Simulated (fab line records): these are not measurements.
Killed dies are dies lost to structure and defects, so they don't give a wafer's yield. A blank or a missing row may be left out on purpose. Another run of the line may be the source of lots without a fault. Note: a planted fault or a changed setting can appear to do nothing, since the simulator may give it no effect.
Comparing a struck lot with a sound one | flow nand-harc | 14 steps out of a route of 1159
Sound: these wafers, L535.2, L535.3, L535.5. Struck: wafer L538.1 (left out: L538.2, L538.4 of the same lot, which were not struck); the cause appears at the end.
Each step with rows lists, per side, the tool, then ch with its chambers, then its first start. Under that, the readings that differ: sound wafers | struck wafers | difference of the means | sigmas: that difference in standard deviations of wafers without a fault.
alike: readings whose means differ by less than 2 such deviations, and words and numbers that are the same on both sides. not compared: withheld readings, readings that some wafer has no value for, bounds like >300 that may hide the same value, and numbers for which the record gives no deviation and whose values overlap.
The two part at a step that has a row with sigmas, a row that says differs or no value, or rows on one side only. Numbers that don't overlap but have no deviation are shown without sigmas and don't part them. A reading missing from all wafers of one side parts the sides only when that side holds two or more wafers.

first, 9 steps without rows for these wafers: NHARC_A_STAIRCASE_DEHYDRATE_158 (time 120 s); NHARC_A_STAIRCASE_HMDS_159 (time 30 s); NHARC_A_STAIRCASE_COAT_160; NHARC_A_STAIRCASE_SOFTBAKE_161 (time 170 s); NHARC_A_STAIRCASE_EBR_162; NHARC_A_STAIRCASE_EXPOSE_163 (exposes mask STAIR OPEN); NHARC_A_STAIRCASE_PEB_164 (peb time 130 s); NHARC_A_STAIRCASE_DEVELOP_165 (time 140 s); NHARC_A_STAIRCASE_HARDBAKE_167 (time 140 s).
NHARC_A_STAIRCASE_DESCUM_168: chemistry O2, time 3 s.
  sound on rie-diel-11 ch 1,2, day 11 03:08; struck on rie-diel-10 ch 1, day 11 17:26
  alike: drypump-motor-current-A, oes-product-au, rf-vpp-V, showerhead-plenum-p-Torr, throttle-valve-pct
  not compared: rf-hours-counter-h
NHARC_A_STAIRCASE_ETCH_169: etches the open film in CH3F/O2, target depth 50 nm, time 107.1 s.
  sound on rie-diel-11 ch 1,2, day 11 03:13; struck on rie-diel-10 ch 1, day 11 19:31
  reading               | sound             | struck | difference | sigmas
  oes-product-au (a.u.) | 0.969 0.945 0.967 | 0.911  | -0.049     | -2
  alike: bias-w, ch3f-flow-sccm, drypump-motor-current-A, rf-fwd-power-W, rf-vpp-V, showerhead-plenum-p-Torr, throttle-valve-pct
  not compared: rf-hours-counter-h
NHARC_A_STAIRCASE_ETCH_170: etches the open film in C4F6/O2, target depth 200 nm, time 66.667 s.
  sound on rie-diel-11 ch 0,1, day 11 03:20; struck on rie-diel-10 ch 1, day 11 19:41
  reading                     | sound             | struck | difference | sigmas
  drypump-motor-current-A (A) | 5.9 6.5 6.0       | 5.1    | -1.0       | -2
  oes-product-au (a.u.)       | 0.981 0.956 0.980 | 1.073  | +0.101     | +6
  rf-fwd-power-W (W)          | 599.1 593.1 595.4 | 691.5  | +95.6      | +38
  alike: bias-w, c4f6-flow-sccm, rf-vpp-V, showerhead-plenum-p-Torr, throttle-valve-pct
  not compared: rf-hours-counter-h
NHARC_A_STAIRCASE_STRIP_171: strips in O2.
  sound on plasma-asher-01 ch 0,1, day 11 03:27; struck on plasma-asher-02 ch 1, day 11 20:04
  alike: drypump-motor-current-A, heater-power-w
  not compared: rf-hours-counter-h
-- record jumps: 9 days between struck wafers' starts before vs after; left off in module A_STAIRCASE, resumes in module END, first step shown is number 1159 of the route --
NHARC_END_SORT_01:
  at this point the record logs the struck wafers (prober-02 ch 0, day 20 13:06) and has no rows for the sound ones

== WHERE THEY PART ==
First at NHARC_A_STAIRCASE_ETCH_169; last, within this record, at NHARC_END_SORT_01.

WHY: the cause the simulator had injected
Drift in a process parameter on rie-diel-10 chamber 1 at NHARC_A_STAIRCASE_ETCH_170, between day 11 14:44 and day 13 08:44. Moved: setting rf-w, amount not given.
